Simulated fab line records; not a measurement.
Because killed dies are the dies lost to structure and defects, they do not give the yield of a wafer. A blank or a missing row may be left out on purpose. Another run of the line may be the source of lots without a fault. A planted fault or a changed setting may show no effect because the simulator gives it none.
Matching of chambers ; flow n5Finfet ; N5_BEOL_M10_STRIP_36 on rieDiel-03 has 4 sister chambers
The step strips in N2/H2. 20 wafers are shown with their chamber, then 10 later ones without.

WAFERS WITH THEIR CHAMBER
wafer;chamber;showerheadPlenumPTorr (Torr);drypumpMotorCurrentA (A);throttleValvePct (%)
L074.1;3;2.40;5.66;23.2
L074.4;0;2.47;5.54;23.5
L074.6;3;2.40;5.65;23.2
L077.2;2;2.61;5.96;23.6
L077.3;0;2.47;5.54;23.5
L077.5;0;2.47;5.53;23.5
L078.2;3;2.40;5.68;23.3
L078.4;2;2.61;5.98;23.6
L078.5;1;2.41;5.77;23.9
L082.3;2;2.61;5.91;23.6
L082.4;1;2.41;5.76;24.0
L082.6;2;2.61;5.93;23.6
L081.3;1;2.41;5.79;24.0
L081.5;2;2.60;5.98;23.6
L081.6;3;2.39;5.67;23.3
L085.2;0;2.46;5.55;23.1
L085.3;3;2.39;5.66;23.3
L085.4;3;2.39;5.68;23.3
L087.1;0;2.46;5.53;23.1
L087.2;1;2.40;5.77;24.0

SIGNATURES (averages over the wafers above)
reading;chamber 0;chamber 1;chamber 2;chamber 3;scatter within a chamber
showerheadPlenumPTorr;2.4660;2.4075;2.6080;2.3950;0.00515
drypumpMotorCurrentA;5.5380;5.7725;5.9520;5.6667;0.0183
throttleValvePct;23.340;23.975;23.600;23.267;0.115
Rule: for each reading, subtract the chamber's mean from the wafer's reading, divide by that reading's scatter and square the result; add these up over the readings and take the root, which gives the wafer's distance from the chamber. If the next closest chamber is less than 2 further off than the closest, the wafer can't be placed; otherwise it belongs to the closest. The scatter: the root of (the sum of the squares of (reading less its chamber's mean) over the shown wafers, divided by (wafers less chambers)).

WAFERS WITHOUT THEIR CHAMBER
wafer;showerheadPlenumPTorr (Torr);drypumpMotorCurrentA (A);throttleValvePct (%)
L087.6;2.40;5.78;24.0
L091.3;2.40;5.77;24.0
L091.4;2.38;5.69;23.3
L091.5;2.40;5.78;24.0
L094.2;2.38;5.68;23.3
L094.3;2.60;5.90;23.4
L094.4;2.46;5.52;23.1
L097.4;2.45;5.53;23.1
L097.5;2.39;5.79;24.0
L097.6;2.45;5.54;23.1

WHICH CHAMBER EACH WENT THROUGH
wafer;from the rows above;in truth
L087.6;1;1
L091.3;1;1
L091.4;3;3
L091.5;1;1
L094.2;3;3
L094.3;2;2
L094.4;0;0
L097.4;0;0
L097.5;1;1
L097.6;0;0
Correct placement for 10 of the 10. Number that these rows cannot place: 0. Placed wrongly: 0.
